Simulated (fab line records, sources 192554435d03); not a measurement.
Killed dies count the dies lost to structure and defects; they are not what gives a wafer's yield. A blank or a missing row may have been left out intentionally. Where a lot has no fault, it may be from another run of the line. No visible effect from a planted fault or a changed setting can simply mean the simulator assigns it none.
Chamber matching | flow n5-finfet | N5_BEOL_M3_STRIP_36 on rie-diel-02: 4 sister chambers
The step strips in N2/H2. 14 wafers are shown with their chamber, then 7 later ones without.

## EACH WAFER AND ITS CHAMBER
wafer  | chamber | throttle-valve-pct (%) | showerhead-plenum-p-Torr (Torr) | drypump-motor-current-A (A)
L078.1 | 1       | 23.2                   | 2.71                            | 5.8
L078.3 | 3       | 23.9                   | 2.42                            | 6.2
L078.5 | 0       | 23.6                   | 2.63                            | 5.8
L081.1 | 3       | 23.9                   | 2.42                            | 6.2
L081.2 | 0       | 23.7                   | 2.63                            | 5.8
L081.6 | 2       | 23.5                   | 2.54                            | 5.1
L082.1 | 2       | 23.5                   | 2.54                            | 5.1
L082.4 | 0       | 23.7                   | 2.63                            | 5.8
L082.6 | 2       | 23.5                   | 2.54                            | 5.0
L091.2 | 2       | 23.5                   | 2.53                            | 5.1
L091.3 | 1       | 23.2                   | 2.70                            | 5.7
L091.5 | 1       | 23.2                   | 2.70                            | 5.7
L093.1 | 0       | 23.7                   | 2.62                            | 5.8
L093.2 | 3       | 23.9                   | 2.41                            | 6.2

SIGNATURES, as means of the wafers listed above
reading                  | chamber 0 | chamber 1 | chamber 2 | chamber 3 | scatter within a chamber
throttle-valve-pct       | 23.675    | 23.200    | 23.500    | 23.900    | 0.0274
showerhead-plenum-p-Torr | 2.6275    | 2.7033    | 2.5375    | 2.4167    | 0.00532
drypump-motor-current-A  | 5.800     | 5.733     | 5.075     | 6.200     | 0.0376
Rule: distance of a wafer from a chamber = root of the sum over the readings of ((wafer's reading minus chamber's mean) / reading's scatter) squared. If the next closest chamber is less than 2 further off than the closest, the wafer can't be placed; otherwise it belongs to the closest. The scatter is the square root of a quotient: the sum, over the shown wafers, of each reading's squared deviation from its chamber's mean, divided by wafers minus chambers.

## WAFERS WHOSE CHAMBER IS MISSING
wafer  | throttle-valve-pct (%) | showerhead-plenum-p-Torr (Torr) | drypump-motor-current-A (A)
L093.3 | 23.5                   | 2.53                            | 5.0
L095.2 | 23.9                   | 2.41                            | 6.2
L095.3 | 23.5                   | 2.53                            | 5.1
L095.4 | 23.2                   | 2.69                            | 5.7
L097.2 | 23.7                   | 2.62                            | 5.8
L097.4 | 23.6                   | 2.53                            | 5.1
L097.6 | 23.2                   | 2.69                            | 5.8

## WHICH CHAMBER EACH ONE RAN IN
wafer  | from the rows above | in truth
L093.3 | 2                   | 2
L095.2 | 3                   | 3
L095.3 | 2                   | 2
L095.4 | 1                   | 1
L097.2 | 0                   | 0
L097.4 | 2                   | 2
L097.6 | 1                   | 1
Placed correctly: 7 of 7. Left unplaced by these rows: 0. Wrongly placed: 0.
